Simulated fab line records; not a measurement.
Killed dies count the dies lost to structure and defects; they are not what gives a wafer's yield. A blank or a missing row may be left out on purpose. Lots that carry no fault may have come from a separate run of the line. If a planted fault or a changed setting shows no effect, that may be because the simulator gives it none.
The tool behind it: which one? :: flow n5-finfet :: 30 wafers from 11 lots sampled at 4 of the route's 1938 steps

## WHAT THE GAUGES SHOWED, per wafer
Not one reading of a measure or inspect step in the record can be checked against a usual standard deviation.

## WHAT TOOL EACH LOT RAN ON (gives the tool, then ch and the chambers of the sampled wafers, and finally the start)
lot: L283
N5_BEOL_M7_STRIP_67: rie-diel-04 ch 0,3, day 10 12:20
N5_BEOL_M7_STRIP_19: rie-diel-04 ch 0,1,2, day 10 12:29
N5_BEOL_M7_VIA_ETCH_34: rie-diel-04 ch 1,2, day 10 13:24
N5_BEOL_M7_PRE_CLEAN_45: pvd-sputter-03, day 10 14:30

lot: L285
N5_BEOL_M7_STRIP_67: rie-diel-05 ch 2,3, day 10 14:54
N5_BEOL_M7_STRIP_19: rie-diel-05 ch 1,3, day 10 15:04
N5_BEOL_M7_VIA_ETCH_34: rie-diel-04 ch 0,2, day 10 15:57
N5_BEOL_M7_PRE_CLEAN_45: pvd-sputter-01, day 10 16:56

lot: L284
N5_BEOL_M7_STRIP_67: rie-diel-02 ch 0,2,3, day 10 15:36
N5_BEOL_M7_STRIP_19: rie-diel-02 ch 0,2,3, day 10 15:45
N5_BEOL_M7_VIA_ETCH_34: rie-diel-04 ch 0,1,2, day 10 16:37
N5_BEOL_M7_PRE_CLEAN_45: pvd-sputter-02, day 10 19:50

lot: L288
N5_BEOL_M7_STRIP_67: rie-diel-04 ch 1,2, day 10 17:46
N5_BEOL_M7_STRIP_19: rie-diel-05 ch 0,2,3, day 10 17:55
N5_BEOL_M7_VIA_ETCH_34: rie-diel-04 ch 0,1,3, day 10 19:42
N5_BEOL_M7_PRE_CLEAN_45: pvd-sputter-02, day 10 20:32

lot: L291
N5_BEOL_M7_STRIP_67: rie-diel-04 ch 0,1,3, day 11 03:38
N5_BEOL_M7_STRIP_19: rie-diel-05 ch 2,3, day 11 03:47
N5_BEOL_M7_VIA_ETCH_34: rie-diel-04 ch 0,1,3, day 11 04:28
N5_BEOL_M7_PRE_CLEAN_45: pvd-sputter-03, day 11 05:16

lot: L297
N5_BEOL_M7_STRIP_67: rie-diel-04 ch 0,1, day 13 17:27
N5_BEOL_M7_STRIP_19: rie-diel-05 ch 0,2, day 13 17:36
N5_BEOL_M7_VIA_ETCH_34: rie-diel-02 ch 0,2, day 13 20:49
N5_BEOL_M7_PRE_CLEAN_45: pvd-sputter-03, day 13 22:05

lot: L300
N5_BEOL_M7_STRIP_67: rie-diel-02 ch 1,3, day 14 08:38
N5_BEOL_M7_STRIP_19: rie-diel-05 ch 1,2, day 14 08:47
N5_BEOL_M7_VIA_ETCH_34: rie-diel-02 ch 1,2, day 14 10:37
N5_BEOL_M7_PRE_CLEAN_45: pvd-sputter-01, day 14 11:43

lot: L301
N5_BEOL_M7_STRIP_67: rie-diel-02 ch 0,1,3, day 14 11:46
N5_BEOL_M7_STRIP_19: rie-diel-05 ch 0,1,3, day 14 11:56
N5_BEOL_M7_VIA_ETCH_34: rie-diel-04 ch 1,3, day 14 14:26
N5_BEOL_M7_PRE_CLEAN_45: pvd-sputter-01, day 14 15:50

lot: L303
N5_BEOL_M7_STRIP_67: rie-diel-04 ch 1,2, day 14 18:48
N5_BEOL_M7_STRIP_19: rie-diel-02 ch 1,2, day 14 18:58
N5_BEOL_M7_VIA_ETCH_34: rie-diel-02 ch 1,3, day 14 21:05
N5_BEOL_M7_PRE_CLEAN_45: pvd-sputter-02, day 14 22:57

lot: L304
N5_BEOL_M7_STRIP_67: rie-diel-04 ch 0,1,2, day 14 19:50
N5_BEOL_M7_STRIP_19: rie-diel-04 ch 0,1,3, day 14 20:20
N5_BEOL_M7_VIA_ETCH_34: rie-diel-04 ch 2,3, day 14 23:51
N5_BEOL_M7_PRE_CLEAN_45: pvd-sputter-03, day 15 00:56

lot: L306
N5_BEOL_M7_STRIP_67: rie-diel-04 ch 0,3, day 15 12:16
N5_BEOL_M7_STRIP_19: rie-diel-02 ch 0,1,3, day 15 12:34
N5_BEOL_M7_VIA_ETCH_34: rie-diel-04 ch 0,1, day 15 14:44
N5_BEOL_M7_PRE_CLEAN_45: pvd-sputter-02, day 15 17:16
- N5_BEOL_M7_STRIP_67: strips in CF4.
- N5_BEOL_M7_STRIP_19: strips in O2.
- N5_BEOL_M7_VIA_ETCH_34: etches SiCOH lowk in C4F6/O2, target depth 125.5 nm, time 50.5 s.
- N5_BEOL_M7_PRE_CLEAN_45: time 30 s.

## AS READ BY THE TOOLS THEMSELVES (means over the sampled wafers that have a number; for cases with no such wafer, the mark the record gives instead)
N5_BEOL_M7_STRIP_67.
lot: L283
tool: rie-diel-04
drypump-motor-current-A (A): 5.56
oes-product-au (a.u.): 0.71
rf-vpp-V (V): 269.6
showerhead-plenum-p-Torr (Torr): 1.73
throttle-valve-pct (%): 14.0

lot: L285
tool: rie-diel-05
drypump-motor-current-A (A): 6.00
oes-product-au (a.u.): 0.80
rf-vpp-V (V): 271.0
showerhead-plenum-p-Torr (Torr): 1.82
throttle-valve-pct (%): 13.5

lot: L284
tool: rie-diel-02
drypump-motor-current-A (A): 5.47
oes-product-au (a.u.): 0.87
rf-vpp-V (V): 270.9
showerhead-plenum-p-Torr (Torr): 1.77
throttle-valve-pct (%): 13.5

lot: L288
tool: rie-diel-04
drypump-motor-current-A (A): 5.88
oes-product-au (a.u.): 0.79
rf-vpp-V (V): 271.9
showerhead-plenum-p-Torr (Torr): 1.83
throttle-valve-pct (%): 13.5

lot: L291
tool: rie-diel-04
drypump-motor-current-A (A): 5.71
oes-product-au (a.u.): 0.71
rf-vpp-V (V): 270.9
showerhead-plenum-p-Torr (Torr): 1.78
throttle-valve-pct (%): 13.8

lot: L297
tool: rie-diel-04
drypump-motor-current-A (A): 5.79
oes-product-au (a.u.): 0.70
rf-vpp-V (V): 271.0
showerhead-plenum-p-Torr (Torr): 1.81
throttle-valve-pct (%): 13.8

lot: L300
tool: rie-diel-02
drypump-motor-current-A (A): 5.65
oes-product-au (a.u.): 0.88
rf-vpp-V (V): 271.5
showerhead-plenum-p-Torr (Torr): 1.79
throttle-valve-pct (%): 13.3

lot: L301
tool: rie-diel-02
drypump-motor-current-A (A): 5.52
oes-product-au (a.u.): 0.81
rf-vpp-V (V): 270.7
showerhead-plenum-p-Torr (Torr): 1.76
throttle-valve-pct (%): 13.5

lot: L303
tool: rie-diel-04
drypump-motor-current-A (A): 5.84
oes-product-au (a.u.): 0.78
rf-vpp-V (V): 271.9
showerhead-plenum-p-Torr (Torr): 1.81
throttle-valve-pct (%): 13.4

lot: L304
tool: rie-diel-04
drypump-motor-current-A (A): 5.81
oes-product-au (a.u.): 0.75
rf-vpp-V (V): 271.5
showerhead-plenum-p-Torr (Torr): 1.79
throttle-valve-pct (%): 13.6

lot: L306
tool: rie-diel-04
drypump-motor-current-A (A): 5.63
oes-product-au (a.u.): 0.78
rf-vpp-V (V): 271.4
showerhead-plenum-p-Torr (Torr): 1.81
throttle-valve-pct (%): 13.8

N5_BEOL_M7_STRIP_19.
lot: L283
tool: rie-diel-04
drypump-motor-current-A (A): 5.8
oes-product-au (a.u.): 0.80
rf-vpp-V (V): 3.7
showerhead-plenum-p-Torr (Torr): 2.09
throttle-valve-pct (%): 16.60

lot: L285
tool: rie-diel-05
drypump-motor-current-A (A): 5.5
oes-product-au (a.u.): 0.87
rf-vpp-V (V): 3.8
showerhead-plenum-p-Torr (Torr): 2.17
throttle-valve-pct (%): 16.52

lot: L284
tool: rie-diel-02
drypump-motor-current-A (A): 5.5
oes-product-au (a.u.): 0.87
rf-vpp-V (V): 3.6
showerhead-plenum-p-Torr (Torr): 2.06
throttle-valve-pct (%): 16.54

lot: L288
tool: rie-diel-05
drypump-motor-current-A (A): 5.8
oes-product-au (a.u.): 0.79
rf-vpp-V (V): 3.9
showerhead-plenum-p-Torr (Torr): 2.12
throttle-valve-pct (%): 16.55

lot: L291
tool: rie-diel-05
drypump-motor-current-A (A): 6.0
oes-product-au (a.u.): 0.78
rf-vpp-V (V): 3.8
showerhead-plenum-p-Torr (Torr): 2.13
throttle-valve-pct (%): 16.54

lot: L297
tool: rie-diel-05
drypump-motor-current-A (A): 5.7
oes-product-au (a.u.): 0.71
rf-vpp-V (V): 3.5
showerhead-plenum-p-Torr (Torr): 2.06
throttle-valve-pct (%): 16.56

lot: L300
tool: rie-diel-05
drypump-motor-current-A (A): 5.5
oes-product-au (a.u.): 0.76
rf-vpp-V (V): 3.5
showerhead-plenum-p-Torr (Torr): 2.10
throttle-valve-pct (%): 16.52

lot: L301
tool: rie-diel-05
drypump-motor-current-A (A): 5.6
oes-product-au (a.u.): 0.79
rf-vpp-V (V): 3.8
showerhead-plenum-p-Torr (Torr): 2.13
throttle-valve-pct (%): 16.60

lot: L303
tool: rie-diel-02
drypump-motor-current-A (A): 5.8
oes-product-au (a.u.): 0.89
rf-vpp-V (V): 3.9
showerhead-plenum-p-Torr (Torr): 2.15
throttle-valve-pct (%): 16.31

lot: L304
tool: rie-diel-04
drypump-motor-current-A (A): 5.7
oes-product-au (a.u.): 0.79
rf-vpp-V (V): 3.9
showerhead-plenum-p-Torr (Torr): 2.15
throttle-valve-pct (%): 16.81

lot: L306
tool: rie-diel-02
drypump-motor-current-A (A): 5.5
oes-product-au (a.u.): 0.80
rf-vpp-V (V): 3.2
showerhead-plenum-p-Torr (Torr): 2.05
throttle-valve-pct (%): 16.63

N5_BEOL_M7_VIA_ETCH_34.
lot: L283
tool: rie-diel-04
drypump-motor-current-A (A): 5.83
oes-product-au (a.u.): 0.87
rf-fwd-power-W (W): 341.7
rf-vpp-V (V): 665
showerhead-plenum-p-Torr (Torr): 2.86
throttle-valve-pct (%): 20.71

lot: L285
tool: rie-diel-04
drypump-motor-current-A (A): 5.71
oes-product-au (a.u.): 0.78
rf-fwd-power-W (W): 341.0
rf-vpp-V (V): 672
showerhead-plenum-p-Torr (Torr): 2.83
throttle-valve-pct (%): 21.07

lot: L284
tool: rie-diel-04
drypump-motor-current-A (A): 5.79
oes-product-au (a.u.): 0.79
rf-fwd-power-W (W): 341.1
rf-vpp-V (V): 670
showerhead-plenum-p-Torr (Torr): 2.87
throttle-valve-pct (%): 20.93

lot: L288
tool: rie-diel-04
drypump-motor-current-A (A): 5.70
oes-product-au (a.u.): 0.71
rf-fwd-power-W (W): 368.0
rf-vpp-V (V): 652
showerhead-plenum-p-Torr (Torr): 2.82
throttle-valve-pct (%): 21.10

lot: L291
tool: rie-diel-04
drypump-motor-current-A (A): 5.71
oes-product-au (a.u.): 0.72
rf-fwd-power-W (W): 368.1
rf-vpp-V (V): 652
showerhead-plenum-p-Torr (Torr): 2.82
throttle-valve-pct (%): 21.11

lot: L297
tool: rie-diel-02
drypump-motor-current-A (A): 5.48
oes-product-au (a.u.): 0.79
rf-fwd-power-W (W): 341.5
rf-vpp-V (V): 672
showerhead-plenum-p-Torr (Torr): 2.79
throttle-valve-pct (%): 20.75

lot: L300
tool: rie-diel-02
drypump-motor-current-A (A): 5.77
oes-product-au (a.u.): 0.89
rf-fwd-power-W (W): 341.4
rf-vpp-V (V): 669
showerhead-plenum-p-Torr (Torr): 2.92
throttle-valve-pct (%): 20.58

lot: L301
tool: rie-diel-04
drypump-motor-current-A (A): 5.79
oes-product-au (a.u.): 0.80
rf-fwd-power-W (W): 339.9
rf-vpp-V (V): 677
showerhead-plenum-p-Torr (Torr): 2.96
throttle-valve-pct (%): 20.88

lot: L303
tool: rie-diel-02
drypump-motor-current-A (A): 5.68
oes-product-au (a.u.): 0.87
rf-fwd-power-W (W): 342.1
rf-vpp-V (V): 666
showerhead-plenum-p-Torr (Torr): 2.84
throttle-valve-pct (%): 20.75

lot: L304
tool: rie-diel-04
drypump-motor-current-A (A): 5.58
oes-product-au (a.u.): 0.94
rf-fwd-power-W (W): 340.3
rf-vpp-V (V): 677
showerhead-plenum-p-Torr (Torr): 2.94
throttle-valve-pct (%): 20.80

lot: L306
tool: rie-diel-04
drypump-motor-current-A (A): 5.83
oes-product-au (a.u.): 0.68
rf-fwd-power-W (W): 340.4
rf-vpp-V (V): 675
showerhead-plenum-p-Torr (Torr): 2.89
throttle-valve-pct (%): 21.05

N5_BEOL_M7_PRE_CLEAN_45.
lot: L283
tool: pvd-sputter-03
heater-power-w (W): 344

lot: L285
tool: pvd-sputter-01
heater-power-w (W): 297

lot: L284
tool: pvd-sputter-02
heater-power-w (W): 324

lot: L288
tool: pvd-sputter-02
heater-power-w (W): 333

lot: L291
tool: pvd-sputter-03
heater-power-w (W): 343

lot: L297
tool: pvd-sputter-03
heater-power-w (W): 344

lot: L300
tool: pvd-sputter-01
heater-power-w (W): 394

lot: L301
tool: pvd-sputter-01
heater-power-w (W): 302

lot: L303
tool: pvd-sputter-02
heater-power-w (W): 328

lot: L304
tool: pvd-sputter-03
heater-power-w (W): 351

lot: L306
tool: pvd-sputter-02
heater-power-w (W): 316

## THE ANSWER, worked out from the rows above alone
Rule: what is usual is taken from the lots themselves. The widest of any qualifying gaps counts: lots, ordered by their means at a reading, are off when they make up no more than a third of the lots, leave a main group of 4 or more, and stand apart from it by 3 or more times the standard deviation of that group's means. Not used: any main group whose means are identical at the precision the tables above print for the reading. Also off: a lot with no number at a reading for which 4 or more lots have one. All remaining lots with rows at the step are treated as sound. The gauges are gone through in route order, then the tools' own readings, and for those a lot's mean is taken as printed above. At the first step where some lot is off, the reading lying furthest off is the one used; lots without a number count as furthest.
Off: L288, L291, at N5_BEOL_M7_VIA_ETCH_34 (rf-fwd-power-W). The main group: mean 341.0 W, standard deviation 0.68.
If a tool, at that step or one of the process steps before it, ran each lot that is off and ran no sound lot following the first of them, it fits. None of those tried fits.

## WHAT THE SIMULATOR HAD INSERTED
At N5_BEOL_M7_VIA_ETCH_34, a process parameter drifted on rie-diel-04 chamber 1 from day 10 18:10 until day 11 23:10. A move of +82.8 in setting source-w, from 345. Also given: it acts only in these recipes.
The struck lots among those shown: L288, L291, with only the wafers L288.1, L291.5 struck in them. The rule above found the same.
